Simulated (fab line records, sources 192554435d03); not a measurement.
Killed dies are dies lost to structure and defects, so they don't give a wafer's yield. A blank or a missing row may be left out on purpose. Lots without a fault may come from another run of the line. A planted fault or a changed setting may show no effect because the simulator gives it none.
Split-lot experiment | flow n5_finfet | 7 lots, 39 wafers read, on a route of 1938 steps

THE SPLIT
At N5_BEOL_M13_SPUTTER_44 (material Ta, target thk 10 nm, time 16.13 s), the setting target_thk_a was moved away from the recipe's 100 angstrom on 12 of the 39 wafers read, by -38.1% to +33.1%. The other wafers ran this setting at the recipe's value.

FROM THE SPLIT TO THE READING: what the file shows between them, 3 steps
- N5_BEOL_M13_SPUTTER_45: material Cu, target thk 80 nm, time 13.33 s
- N5_BEOL_M13_ECD_47: material Cu, target thk 936 nm
- N5_BEOL_M13_ANNEAL_48: time 90 s

THE READING
barrier_field_endpoint_s, in s, at N5_BEOL_M13_CMP_49 (polishes, stops on SiOC, t overpolish 17.1 s, target thk 420 nm). Fault-free wafers of this fab line usually give 30.6 s, standard deviation 0.81 s.

wafer  | tool, chamber at the split | target_thk_a as run, angstrom | against the recipe | barrier_field_endpoint_s, s | against lot-mates on the recipe
L074.1 | pvd_sputter-02, -          | 121.6                         | +21.6%             | 32.7                        | +2.2
L074.3 | pvd_sputter-02, -          | 121.6                         | +21.6%             | 33.0                        | +2.5
L074.4 | pvd_sputter-02, -          | 121.6                         | +21.6%             | 32.7                        | +2.2
L074.2 | pvd_sputter-02, -          | 100                           | recipe             | 30.9                        | -
L074.5 | pvd_sputter-02, -          | 100                           | recipe             | 30.3                        | -
L074.6 | pvd_sputter-02, -          | 100                           | recipe             | 30.2                        | -
L078.3 | pvd_sputter-02, -          | 100                           | recipe             | 29.6                        | -
L078.2 | pvd_sputter-02, -          | 100                           | recipe             | 29.8                        | -
L078.1 | pvd_sputter-02, -          | 100                           | recipe             | 29.2                        | -
L078.4 | pvd_sputter-02, -          | 100                           | recipe             | 30.3                        | -
L078.5 | pvd_sputter-02, -          | 100                           | recipe             | 30.3                        | -
L078.6 | pvd_sputter-02, -          | 100                           | recipe             | 29.8                        | -
L077.1 | pvd_sputter-01, -          | 61.86                         | -38.1%             | 26.7                        | -4.2
L077.4 | pvd_sputter-01, -          | 61.86                         | -38.1%             | 26.3                        | -4.6
L077.3 | pvd_sputter-01, -          | 100                           | recipe             | 31.6                        | -
L077.2 | pvd_sputter-01, -          | 61.86                         | -38.1%             | 27.2                        | -3.7
L077.6 | pvd_sputter-01, -          | 100                           | recipe             | 30.3                        | -
L077.5 | pvd_sputter-01, -          | 100                           | recipe             | 30.8                        | -
L079.2 | pvd_sputter-02, -          | 100                           | recipe             | 31.7                        | -
L079.1 | pvd_sputter-02, -          | 100                           | recipe             | 31.9                        | -
L079.5 | pvd_sputter-02, -          | 100                           | recipe             | 31.9                        | -
L086.4 | pvd_sputter-02, -          | 100                           | recipe             | 29.6                        | -
L086.3 | pvd_sputter-02, -          | 100                           | recipe             | 31.1                        | -
L086.1 | pvd_sputter-02, -          | 100                           | recipe             | 31.4                        | -
L086.2 | pvd_sputter-02, -          | 100                           | recipe             | 30.9                        | -
L086.6 | pvd_sputter-02, -          | 100                           | recipe             | 29.9                        | -
L086.5 | pvd_sputter-02, -          | 100                           | recipe             | 30.6                        | -
L092.3 | pvd_sputter-02, -          | 100                           | recipe             | 30.7                        | -
L092.1 | pvd_sputter-02, -          | 133.1                         | +33.1%             | 34.7                        | +4.5
L092.2 | pvd_sputter-02, -          | 100                           | recipe             | 30.0                        | -
L092.4 | pvd_sputter-02, -          | 100                           | recipe             | 30.0                        | -
L092.6 | pvd_sputter-02, -          | 133.1                         | +33.1%             | 34.3                        | +4.1
L092.5 | pvd_sputter-02, -          | 133.1                         | +33.1%             | 35.3                        | +5.1
L094.1 | pvd_sputter-03, -          | 100                           | recipe             | 33.3                        | -
L094.4 | pvd_sputter-03, -          | 100                           | recipe             | 31.7                        | -
L094.2 | pvd_sputter-03, -          | 80.01                         | -20.0%             | 28.9                        | -3.7
L094.3 | pvd_sputter-03, -          | 80.01                         | -20.0%             | 29.1                        | -3.5
L094.6 | pvd_sputter-03, -          | 80.01                         | -20.0%             | 30.4                        | -2.2
L094.5 | pvd_sputter-03, -          | 100                           | recipe             | 32.7                        | -

THE FIT
A straight line over all 39 wafers: barrier_field_endpoint_s changes by +0.104 s for each +1% of target_thk_a; r = +0.88; the points scatter about the line by 0.91 s.
The same after taking each lot's own level away (the mean of its wafers on the recipe; 39 wafers): +0.123 s for each +1%; r = +0.97; scatter 0.56 s.
On that fit, the largest move of target_thk_a shifts the reading by 4.7 s.
The lots' own levels span 29.83 to 32.57 s, that is 3.4 times the standard deviation above.
So the lot-to-lot level changes the slope: the two fits differ.
Check: with one of the wafers moved furthest among these (-38.1%) left out of the fit, the line predicts -4.8 s for it against its lot-mates. It came out at -4.2 s against them.

OTHER SPLITS ON THESE WAFERS
These wafers also went through other splits before the reading. Each is held against what the fit with the lots' levels taken away leaves over:
other split on the same wafers    | wafers away from the commonest value | r with barrier_field_endpoint_s (lot level and that fit taken away)
N5_BEOL_M10_TRENCH_ETCH_37 time_s | 18                                   | +0.04

THE WHOLE CHAIN: every reading that the file lists as answering this split, in the file's order
step                   | what it does                                                    | reading                                                                           | change (the file's fit)                | r (the file's)
N5_BEOL_M13_SPUTTER_44 | material Ta, target thk 10 nm, time 16.13 s                     | Ta_of_BEOL_M13_SPUTTER_44.thk_nm (the simulator's own value, which no gauge read) | +0.0999 nm for each +1% of the setting | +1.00
N5_BEOL_M13_CMP_49     | polishes, stops on SiOC, t overpolish 17.1 s, target thk 420 nm | barrier_field_endpoint_s                                                          | +0.124 s for each +1% of the setting   | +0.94

THE FILE'S OWN FIT
barrier_field_endpoint_s changes by +0.124 s for each +1% of target_thk_a, r = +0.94.
